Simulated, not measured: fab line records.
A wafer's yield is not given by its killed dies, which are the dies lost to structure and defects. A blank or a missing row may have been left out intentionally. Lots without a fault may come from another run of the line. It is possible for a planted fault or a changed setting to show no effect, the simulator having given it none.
Split-lot experiment	flow n5Finfet	7 lots, 21 wafers read, on a route of 1938 steps

== SPLIT DETAILS ==
At N5_BEOL_M11_COAT_05 (resist thk 90 nm), the setting spinRpm was moved away from the recipe's 1500 rpm on 7 of the 21 wafers read, by -9.1% to +8.6%. All remaining wafers had this setting at the recipe value.

== FROM THE SPLIT TO THE READING: what the file shows between them, 4 steps ==
- N5_BEOL_M11_EBR_07
- N5_BEOL_M11_SOFTBAKE_06: time 60 s
- N5_BEOL_M11_EXPOSE_08: exposes mask M11
- N5_BEOL_M11_PEB_09: peb time 60 s

== THE READING ==
CAR-ArF_of_BEOL_M11_COAT_05.thkNm (the simulator's own value, which no gauge read), in nm, at N5_BEOL_M11_DEVELOP_10 (develop time 30 s). No usual value for it is given in the file. Average 88.5 nm, standard deviation 0.4 nm, over the 14 wafers here run with the recipe.

wafer	tool, chamber at the split	spinRpm as run, rpm	against the recipe	CAR-ArF_of_BEOL_M11_COAT_05.thkNm, nm	against lot-mates on the recipe
L078.1	lithoTrack-03, 0	1500	recipe	88.4	-
L078.2	lithoTrack-03, 0	1500	recipe	88.6	-
L078.3	lithoTrack-03, 0	1500	recipe	88.6	-
L081.1	lithoTrack-05, 0	1500	recipe	88	-
L081.4	lithoTrack-05, 0	1500	recipe	88	-
L081.5	lithoTrack-05, 0	1375	-8.3%	92.2	+4.2
L083.3	lithoTrack-03, 0	1364	-9.1%	93.2	+4.0
L083.6	lithoTrack-03, 0	1364	-9.1%	93.2	+4.0
L083.4	lithoTrack-03, 0	1500	recipe	89.2	-
L082.1	lithoTrack-03, 0	1500	recipe	88.4	-
L082.2	lithoTrack-03, 0	1587	+5.8%	86	-2.4
L082.3	lithoTrack-03, 0	1587	+5.8%	85.6	-2.8
L090.1	lithoTrack-04, 0	1500	recipe	88.8	-
L090.3	lithoTrack-04, 0	1500	recipe	88.8	-
L090.6	lithoTrack-04, 0	1500	recipe	89.2	-
L093.1	lithoTrack-03, 0	1500	recipe	88.2	-
L093.4	lithoTrack-03, 0	1500	recipe	88.2	-
L093.6	lithoTrack-03, 0	1629	+8.6%	84.6	-3.6
L095.2	lithoTrack-05, 0	1500	recipe	88.2	-
L095.3	lithoTrack-05, 0	1375	-8.3%	92	+3.9
L095.5	lithoTrack-05, 0	1500	recipe	88	-

FIT RESULTS
A straight line over all 21 wafers: CAR-ArF_of_BEOL_M11_COAT_05.thkNm changes by -0.473 nm for each +1% of spinRpm; r = -0.99; the points scatter about the line by 0.39 nm.
The same after taking each lot's own level away (the mean of its wafers on the recipe; 21 wafers): -0.451 nm for each +1%; r = -1.00; scatter 0.17 nm.
The reading moves by 4.1 nm for the largest change in spinRpm, on that fit.
The span of the lots' own levels, 88.00 to 89.20 nm, comes to 3.0 times the standard deviation stated above.
Consequently the slope shifts little with the lot-to-lot level, the two slopes agreeing.
Check: with one of the wafers moved furthest among these (-9.1%) left out of the fit, the line predicts +4.16 nm for it against its lot-mates. It came out at +4 nm against them.

== ADDITIONAL SPLITS CARRIED BY THESE WAFERS ==
Other splits were also applied to these wafers ahead of the reading. Each is held against what the fit with the lots' levels taken away leaves over:
other split on the same wafers	wafers away from the commonest value	r with CAR-ArF_of_BEOL_M11_COAT_05.thkNm (lot level and that fit taken away)
N5_BEOL_M9_TRENCH_ETCH_37 timeS	7	+0.35
N5_BEOL_M10_COAT_60 spinRpm	5	-0.06

== THE WHOLE CHAIN: every reading that the file lists as answering this split, in the file's order ==
step	what it does	reading	change (the file's fit)	r (the file's)
N5_BEOL_M11_COAT_05	resist thk 90 nm	CAR-ArF_of_BEOL_M11_COAT_05.thkNm (the simulator's own value, which no gauge read)	-0.465 nm for each +1% of the setting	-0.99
N5_BEOL_M11_DEVELOP_10	develop time 30 s	CAR-ArF_of_BEOL_M11_COAT_05.thkNm (the simulator's own value, which no gauge read)	-0.456 nm for each +1% of the setting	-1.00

== FILE'S OWN FIT ==
CAR-ArF_of_BEOL_M11_COAT_05.thkNm changes by -0.456 nm for each +1% of spinRpm, r = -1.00.
